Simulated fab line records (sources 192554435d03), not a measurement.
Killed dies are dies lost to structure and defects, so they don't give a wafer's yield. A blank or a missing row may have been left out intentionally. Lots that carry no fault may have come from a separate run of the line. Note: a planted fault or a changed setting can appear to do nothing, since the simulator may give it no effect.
Which tool was responsible?	flow n5-finfet	route of 1938 steps, sampled at 1 step: 12 lots, 36 wafers

## WHAT THE GAUGES SHOWED, per wafer
N5_WELL_APT_INSPECT_38: inspects for defects (darkfield).
lot	measured	on	raw-defect-count
L075	day 1 22:53	defect-inspect-01	18 14 19
L077	day 2 10:39	defect-inspect-02	11 10 8
L079	day 2 22:47	defect-inspect-01	29 17 25
L081	day 3 11:02	defect-inspect-01	8 10 7
L083	day 3 23:04	defect-inspect-01	10 15 10
L085	day 4 11:10	defect-inspect-01	17 11 17
L087	day 4 22:48	defect-inspect-02	22 27 23
L089	day 5 11:16	defect-inspect-01	12 14 14
L091	day 5 23:13	defect-inspect-01	11 20 17
L093	day 6 11:05	defect-inspect-02	14 7 13
L095	day 6 23:35	defect-inspect-01	8 17 9
L097	day 7 10:44	defect-inspect-01	24 15 14

## WHICH TOOL RAN EACH LOT (tool, then ch and the chambers of the sampled wafers, then the start)
Record: no process step prior to these readings.

## THE ANSWER, worked out from the rows above alone
Rule: what is usual is taken from the lots themselves. The widest of any qualifying gaps counts: lots, ordered by their means at a reading, are off when they make up no more than a third of the lots, leave a main group of 4 or more, and stand apart from it by 3 or more times the standard deviation of that group's means. If all means in a main group match to the digits the tables above print for the reading, that group is not used. Also off: a lot with no number at a reading for which 4 or more lots have one. Any other lot the step has rows for is counted as sound.
No lot is off on any of the readings shown, so nothing can be concluded from this.

## WHAT THE SIMULATOR HAD PUT IN
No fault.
